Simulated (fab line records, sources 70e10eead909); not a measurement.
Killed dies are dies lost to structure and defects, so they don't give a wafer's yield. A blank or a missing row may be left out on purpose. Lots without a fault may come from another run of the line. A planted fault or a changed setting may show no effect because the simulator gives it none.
Which tool did it? | flow nand_harc | 24 lots, 72 wafers sampled, at 5 steps of a route of 1302

WHAT THE GAUGES READ, wafer by wafer
NHARC_A_SGD_CUT_OVL_MEAS_10.
lot  | measured     | on         | overlay_x_nm (nm) | overlay_y_nm (nm)
L074 | day 19 08:33 | overlay-02 | 0.4 0.0 0.4       | 1.1 1.2 0.7
L075 | day 19 18:37 | overlay-02 | -0.3 0.1 0.0      | 0.5 0.0 0.7
L077 | day 20 09:28 | overlay-02 | 0.7 0.3 0.0       | 0.6 0.7 1.0
L076 | day 20 12:22 | overlay-02 | 1.2 0.7 1.6       | 0.9 1.1 1.4
L078 | day 20 09:38 | overlay-01 | 0.5 0.4 0.1       | 0.9 0.4 0.6
L079 | day 20 09:39 | overlay-02 | -0.6 -0.8 -0.8    | -0.7 -0.5 -0.2
L080 | day 21 06:47 | overlay-01 | -1.1 -0.7 -0.9    | 0.1 -0.5 -1.2
L082 | day 21 23:28 | overlay-02 | 0.7 0.4 0.5       | 0.0 0.2 -0.4
L081 | day 22 10:31 | overlay-02 | 0.0 0.1 0.6       | -0.2 -0.1 -0.7
L083 | day 23 00:26 | overlay-01 | 1.4 2.0 1.7       | 1.2 1.3 0.8
L084 | day 23 08:24 | overlay-02 | -0.7 0.1 0.0      | 0.7 0.4 0.1
L085 | day 23 14:34 | overlay-02 | 0.1 0.3 -0.3      | 1.1 1.1 2.1
L086 | day 23 14:38 | overlay-02 | -0.6 -0.4 -0.1    | 0.5 0.3 0.8
L087 | day 24 12:45 | overlay-02 | -0.7 -0.8 -0.3    | -2.2 -1.5 -1.6
L089 | day 25 03:44 | overlay-02 | -1.3 -1.3 -1.2    | -1.0 -0.7 -0.4
L088 | day 25 04:25 | overlay-01 | -0.9 -1.2 -1.4    | 0.5 0.7 1.1
L090 | day 26 00:23 | overlay-01 | 0.5 -0.2 0.0      | 0.6 0.7 0.8
L092 | day 26 08:10 | overlay-01 | -0.1 0.1 0.2      | -0.8 -1.3 -0.4
L091 | day 26 07:43 | overlay-02 | 0.0 -0.3 -0.2     | -0.4 -0.5 -0.5
L094 | day 27 02:43 | overlay-01 | 0.8 1.0 0.4       | 0.4 -0.4 0.2
L093 | day 27 02:34 | overlay-01 | 0.2 0.4 0.1       | -0.7 -0.6 -0.6
L096 | day 28 05:11 | overlay-01 | 0.1 0.2 0.6       | -0.3 -0.5 0.3
L095 | day 28 17:08 | overlay-02 | -1.1 -1.3 -1.4    | -0.4 -0.7 -1.3
L097 | day 29 10:37 | overlay-01 | -1.3 -1.7 -0.9    | -0.1 0.3 0.2

WHICH TOOL RAN EACH LOT (tool, then ch and the chambers of the sampled wafers, then the start)
lot  | NHARC_A_STAIRCASE_ETCH_453                    | NHARC_A_STAIRCASE_STRIP_476        | NHARC_A_STAIRCASE_DEP_151       | NHARC_A_STAIRCASE_DEP_322
L074 | rie_diel-07 ch 0,2,3, day 17 10:32 or earlier | rie_diel-04 ch 0,2, day 17 10:32   | pecvd-04 ch 0,2, day 17 22:36   | pecvd-01 ch 1,2, day 18 06:21
L075 | rie_diel-07 ch 1,2, day 17 18:24 or earlier   | rie_diel-04 ch 0,1,3, day 17 18:24 | pecvd-04 ch 0,1, day 18 07:19   | pecvd-01 ch 0,1, day 18 17:49
L077 | rie_diel-04 ch 0,3, day 18 07:02 or earlier   | rie_diel-04 ch 0,1,2, day 18 07:02 | pecvd-02 ch 1,2, day 18 19:12   | pecvd-02 ch 0,1,2, day 19 05:50
L076 | rie_diel-10 ch 0,1,3, day 18 07:40 or earlier | rie_diel-10 ch 0,1,2, day 18 07:40 | pecvd-01 ch 0,1, day 18 19:06   | pecvd-04 ch 0,2, day 19 05:38
L078 | rie_diel-04 ch 1,3, day 18 15:34 or earlier   | rie_diel-04 ch 1,2,3, day 18 15:34 | pecvd-01 ch 0,1,2, day 19 05:02 | pecvd-02 ch 0,1, day 19 13:04
L079 | rie_diel-07 ch 0,1,2, day 18 18:45 or earlier | rie_diel-04 ch 0,1,3, day 18 18:45 | pecvd-02 ch 1,2, day 19 04:55   | pecvd-04 ch 0,1, day 19 13:04
L080 | rie_diel-10 ch 0,2,3, day 19 11:59 or earlier | rie_diel-07 ch 1,2,3, day 19 11:59 | pecvd-02 ch 0,1,2, day 19 23:12 | pecvd-01 ch 0,1,2, day 20 07:22
L082 | rie_diel-07 ch 1,2,3, day 19 23:16 or earlier | rie_diel-10 ch 0,1,2, day 19 23:16 | pecvd-02 ch 0,2, day 20 10:19   | pecvd-02 ch 0,1, day 20 19:08
L081 | rie_diel-07 ch 0,3, day 20 09:55 or earlier   | rie_diel-07 ch 1,2, day 20 09:55   | pecvd-04 ch 0,2, day 20 21:00   | pecvd-02 ch 0,2, day 21 05:27
L083 | rie_diel-10 ch 0,1,2, day 20 23:57 or earlier | rie_diel-04 ch 0,2,3, day 20 23:57 | pecvd-04 ch 0,1, day 21 12:46   | pecvd-04 ch 0,1, day 21 23:11
L084 | rie_diel-04 ch 0,2,3, day 21 08:46 or earlier | rie_diel-07 ch 0,1,3, day 21 08:46 | pecvd-04 ch 0,1,2, day 21 19:44 | pecvd-01 ch 0,1, day 22 05:46
L085 | rie_diel-10 ch 0,1,2, day 21 17:36 or earlier | rie_diel-10 ch 0,1,2, day 21 17:36 | pecvd-02 ch 0,1, day 22 04:50   | pecvd-02 ch 0,1, day 22 13:34
L086 | rie_diel-07 ch 1,2, day 21 20:02 or earlier   | rie_diel-10 ch 0,1,3, day 21 20:02 | pecvd-04 ch 0,1,2, day 22 04:35 | pecvd-04 ch 0,1,2, day 22 13:39
L087 | rie_diel-10 ch 0,2,3, day 22 16:42 or earlier | rie_diel-07 ch 1,2, day 22 16:42   | pecvd-02 ch 0,2, day 23 03:37   | pecvd-01 ch 0,1,2, day 23 11:34
L089 | rie_diel-07 ch 1,2,3, day 23 05:27 or earlier | rie_diel-10 ch 0,1,2, day 23 05:27 | pecvd-01 ch 0,1,2, day 23 16:36 | pecvd-04 ch 0,1,2, day 24 02:49
L088 | rie_diel-07 ch 1,2, day 23 06:41 or earlier   | rie_diel-10 ch 0,2, day 23 06:41   | pecvd-02 ch 0,2, day 23 16:36   | pecvd-02 ch 0,2, day 24 02:54
L090 | rie_diel-07 ch 0,2,3, day 24 00:16 or earlier | rie_diel-07 ch 1,2,3, day 24 00:16 | pecvd-02 ch 0,1,2, day 24 12:19 | pecvd-02 ch 1,2, day 24 22:06
L092 | rie_diel-07 ch 2,3, day 24 10:07 or earlier   | rie_diel-10 ch 0,2, day 24 10:07   | pecvd-04 ch 1,2, day 24 21:07   | pecvd-01 ch 0,1,2, day 25 04:37
L091 | rie_diel-04 ch 0,2,3, day 24 10:53 or earlier | rie_diel-10 ch 0,1,3, day 24 10:53 | pecvd-01 ch 0,1,2, day 24 21:13 | pecvd-02 ch 1,2, day 25 04:37
L094 | rie_diel-10 ch 0,2,3, day 25 05:32 or earlier | rie_diel-10 ch 0,2,3, day 25 05:32 | pecvd-01 ch 0,1,2, day 25 16:49 | pecvd-04 ch 0,1,2, day 26 01:44
L093 | rie_diel-04 ch 0,1,2, day 25 07:38 or earlier | rie_diel-07 ch 2,3, day 25 07:38   | pecvd-04 ch 0,1, day 25 16:32   | pecvd-01 ch 1,2, day 26 01:33
L096 | rie_diel-04 ch 0,2,3, day 26 03:39 or earlier | rie_diel-04 ch 1,2,3, day 26 03:39 | pecvd-01 ch 0,1,2, day 26 14:38 | pecvd-04 ch 0,1,2, day 26 22:20
L095 | rie_diel-10 ch 2,3, day 26 13:02 or earlier   | rie_diel-07 ch 0,1,2, day 26 13:02 | pecvd-01 ch 0,2, day 26 23:56   | pecvd-02 ch 0,2, day 27 08:06
L097 | rie_diel-07 ch 0,1,3, day 27 08:16 or earlier | rie_diel-07 ch 0,2,3, day 27 08:16 | pecvd-01 ch 0,2, day 27 19:25   | pecvd-02 ch 1,2, day 28 05:59
- NHARC_A_STAIRCASE_ETCH_453: etches the open film in CF4/O2, target depth 30 nm, overetch 3 nm, time 16.5 s.
- NHARC_A_STAIRCASE_STRIP_476: strips in O2, time 20 s.
- NHARC_A_STAIRCASE_DEP_151: deposits SiO2, target thk 7200 nm.
- NHARC_A_STAIRCASE_DEP_322: deposits SiO2, target thk 7200 nm.

WHAT THE TOOLS THEMSELVES READ (means of the sampled wafers that have a number; where no wafer has one, the mark that the record gives instead)
NHARC_A_STAIRCASE_ETCH_453.
lot  | tool        | drypump_motor_current_A (A) | oes_f_703_au (a.u.) | oes_product_au (a.u.) | rf_vpp_V (V) | showerhead_plenum_p_Torr (Torr) | throttle_valve_pct (%)
L074 | rie_diel-07 | 6.2                         | 0.999               | 1.004                 | 198.2        | 1.34                            | 13.393
L075 | rie_diel-07 | 5.8                         | 0.998               | 1.001                 | 197.8        | 1.32                            | 13.410
L077 | rie_diel-04 | 5.7                         | 0.999               | 0.999                 | 200.1        | 1.38                            | 13.402
L076 | rie_diel-10 | 5.7                         | 0.999               | 1.005                 | 197.9        | 1.31                            | 13.407
L078 | rie_diel-04 | 5.3                         | 0.999               | 0.994                 | 196.7        | 1.29                            | 13.404
L079 | rie_diel-07 | 6.0                         | 0.997               | 0.995                 | 197.4        | 1.34                            | 13.397
L080 | rie_diel-10 | 5.9                         | 1.001               | 1.000                 | 196.9        | 1.29                            | 13.383
L082 | rie_diel-07 | 5.9                         | 1.001               | 1.003                 | 196.8        | 1.30                            | 13.390
L081 | rie_diel-07 | 6.4                         | 0.998               | 0.998                 | 198.3        | 1.37                            | 13.399
L083 | rie_diel-10 | 5.8                         | 1.001               | 1.016                 | 196.1        | 1.29                            | 13.399
L084 | rie_diel-04 | 5.5                         | 1.000               | 1.000                 | 198.1        | 1.36                            | 13.403
L085 | rie_diel-10 | 5.8                         | 1.002               | 1.008                 | 197.5        | 1.29                            | 13.412
L086 | rie_diel-07 | 5.8                         | 1.000               | 0.999                 | 196.2        | 1.30                            | 13.402
L087 | rie_diel-10 | 5.9                         | 0.997               | 1.005                 | 196.2        | 1.29                            | 13.391
L089 | rie_diel-07 | 5.9                         | 1.000               | 1.001                 | 196.8        | 1.30                            | 13.395
L088 | rie_diel-07 | 5.8                         | 1.001               | 0.995                 | 197.5        | 1.30                            | 13.396
L090 | rie_diel-07 | 6.2                         | 1.002               | 1.005                 | 197.9        | 1.33                            | 13.394
L092 | rie_diel-07 | 6.0                         | 0.998               | 0.999                 | 197.2        | 1.29                            | 13.395
L091 | rie_diel-04 | 5.5                         | 0.999               | 1.003                 | 198.6        | 1.35                            | 13.406
L094 | rie_diel-10 | 5.9                         | 1.002               | 1.003                 | 196.1        | 1.29                            | 13.401
L093 | rie_diel-04 | 5.1                         | 1.000               | 1.002                 | 197.2        | 1.32                            | 13.389
L096 | rie_diel-04 | 5.5                         | 1.006               | 1.002                 | 198.0        | 1.35                            | 13.399
L095 | rie_diel-10 | 5.6                         | 0.996               | 1.005                 | 195.8        | 1.26                            | 13.394
L097 | rie_diel-07 | 6.1                         | 0.997               | 1.013                 | 197.3        | 1.32                            | 13.389

NHARC_A_STAIRCASE_STRIP_476.
lot  | tool        | drypump_motor_current_A (A) | oes_product_au (a.u.) | rf_vpp_V (V) | showerhead_plenum_p_Torr (Torr) | throttle_valve_pct (%)
L074 | rie_diel-04 | 5.0                         | 1.001                 | 58.6         | 3.66                            | 17.043
L075 | rie_diel-04 | 5.3                         | 1.003                 | 57.9         | 3.56                            | 17.034
L077 | rie_diel-04 | 5.1                         | 0.995                 | 57.6         | 3.51                            | 17.033
L076 | rie_diel-10 | 5.8                         | 0.998                 | 56.9         | 3.42                            | 17.034
L078 | rie_diel-04 | 5.6                         | 0.991                 | 57.5         | 3.45                            | 17.034
L079 | rie_diel-04 | 5.2                         | 0.996                 | 57.9         | 3.56                            | 17.028
L080 | rie_diel-07 | 5.9                         | 1.001                 | 57.0         | 3.44                            | 17.034
L082 | rie_diel-10 | 5.8                         | 1.008                 | 57.4         | 3.42                            | 17.038
L081 | rie_diel-07 | 5.8                         | 0.994                 | 57.7         | 3.47                            | 17.037
L083 | rie_diel-04 | 5.5                         | 0.992                 | 57.5         | 3.59                            | 17.029
L084 | rie_diel-07 | 6.1                         | 1.006                 | 58.1         | 3.51                            | 17.032
L085 | rie_diel-10 | 5.8                         | 1.010                 | 57.5         | 3.41                            | 17.028
L086 | rie_diel-10 | 5.7                         | 1.004                 | 57.3         | 3.44                            | 17.039
L087 | rie_diel-07 | 5.8                         | 0.999                 | 57.6         | 3.45                            | 17.036
L089 | rie_diel-10 | 5.8                         | 1.001                 | 57.7         | 3.40                            | 17.036
L088 | rie_diel-10 | 6.1                         | 1.000                 | 56.6         | 3.38                            | 17.037
L090 | rie_diel-07 | 5.9                         | 0.996                 | 57.1         | 3.43                            | 17.035
L092 | rie_diel-10 | 6.2                         | 1.009                 | 58.1         | 3.44                            | 17.030
L091 | rie_diel-10 | 5.7                         | 1.003                 | 57.1         | 3.43                            | 17.038
L094 | rie_diel-10 | 5.9                         | 1.003                 | 57.8         | 3.39                            | 17.046
L093 | rie_diel-07 | 6.0                         | 1.000                 | 57.2         | 3.43                            | 17.052
L096 | rie_diel-04 | 5.6                         | 1.004                 | 57.6         | 3.42                            | 17.044
L095 | rie_diel-07 | 6.0                         | 1.000                 | 57.6         | 3.52                            | 17.032
L097 | rie_diel-07 | 6.1                         | 1.001                 | 57.8         | 3.50                            | 17.035

NHARC_A_STAIRCASE_DEP_151.
lot  | tool     | heater_power_w (W)
L074 | pecvd-04 | 754
L075 | pecvd-04 | 662
L077 | pecvd-02 | 661
L076 | pecvd-01 | 827
L078 | pecvd-01 | 716
L079 | pecvd-02 | 692
L080 | pecvd-02 | 671
L082 | pecvd-02 | 763
L081 | pecvd-04 | 735
L083 | pecvd-04 | 770
L084 | pecvd-04 | 733
L085 | pecvd-02 | 733
L086 | pecvd-04 | 749
L087 | pecvd-02 | 722
L089 | pecvd-01 | 741
L088 | pecvd-02 | 685
L090 | pecvd-02 | 660
L092 | pecvd-04 | 756
L091 | pecvd-01 | 672
L094 | pecvd-01 | 642
L093 | pecvd-04 | 716
L096 | pecvd-01 | 741
L095 | pecvd-01 | 765
L097 | pecvd-01 | 652

NHARC_A_STAIRCASE_DEP_322.
lot  | tool     | heater_power_w (W)
L074 | pecvd-01 | 725
L075 | pecvd-01 | 736
L077 | pecvd-02 | 688
L076 | pecvd-04 | 783
L078 | pecvd-02 | 692
L079 | pecvd-04 | 715
L080 | pecvd-01 | 677
L082 | pecvd-02 | 729
L081 | pecvd-02 | 725
L083 | pecvd-04 | 732
L084 | pecvd-01 | 730
L085 | pecvd-02 | 732
L086 | pecvd-04 | 727
L087 | pecvd-01 | 676
L089 | pecvd-04 | 830
L088 | pecvd-02 | 725
L090 | pecvd-02 | 646
L092 | pecvd-01 | 718
L091 | pecvd-02 | 623
L094 | pecvd-04 | 684
L093 | pecvd-01 | 632
L096 | pecvd-04 | 819
L095 | pecvd-02 | 813
L097 | pecvd-02 | 691

THE ANSWER, worked out from the rows above alone
Rule: what is usual is taken from the lots themselves. Put in order of their means at a reading, lots are off if they are a third of the lots or fewer, leave a main group of 4 or more, and stand apart from it by a gap of 3 or more times the standard deviation of the main group's means; of several such gaps the widest counts. A main group whose means are all the same, to the digits that the tables above print for the reading, isn't used. A lot without any number at a reading at which 4 lots or more have one is off too. The other lots that the step has rows for count as sound. The gauges are gone through in route order, then the tools' own readings, and for those a lot's mean is taken as printed above. The first step at which some lot is off is used, and at that step the reading that is off furthest; a lot without a number counts as furthest.
No lot is off at any reading shown: from this, nothing can be told.

WHAT THE SIMULATOR HAD PUT IN
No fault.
